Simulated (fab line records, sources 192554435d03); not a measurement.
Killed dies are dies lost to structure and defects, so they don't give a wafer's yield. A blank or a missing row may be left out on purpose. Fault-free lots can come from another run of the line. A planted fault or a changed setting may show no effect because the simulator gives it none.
Chamber matching -- flow n5Finfet -- N5_GATE_CUT_STRIP_42 on rieDiel-06: 4 sister chambers
The step strips in O2. 4 wafers are shown with their chamber, then 10 later ones without.

== WAFERS PAIRED WITH THEIR CHAMBERS ==
wafer,chamber,drypumpMotorCurrentA (A)
L087.3,2,5.31
L093.5,3,5.87
L094.1,0,5.57
L094.3,1,5.64

== WAFERS WITH NO CHAMBER GIVEN ==
wafer,drypumpMotorCurrentA (A)
L094.5,5.57
L095.4,5.31
L095.5,5.30
L095.6,5.64
L096.3,5.64
L096.5,5.66
L096.6,5.56
L097.2,5.56
L097.3,5.88
L097.5,5.88

== WHICH CHAMBER EACH WENT THROUGH ==
wafer,from the rows above,in truth
L094.5,0,0
L095.4,2,2
L095.5,2,2
L095.6,1,1
L096.3,1,1
L096.5,1,1
L096.6,0,0
L097.2,0,0
L097.3,3,3
L097.5,3,3
10 of 10 placed correctly. Can't be placed from these rows: 0. Placed wrongly: 0.
How it was worked out, from the rows above alone: a wafer's distance from a chamber is the root of the sum, over the readings, of the square of ((its reading less the chamber's mean) divided by the reading's scatter). The wafer belongs to the nearest chamber; if the next one is less than 2 further off, it can't be placed. A chamber's mean is the mean of its shown wafers. The scatter: root of mean squared gap, hidden wafer to nearest shown wafer, with one shown wafer a chamber.
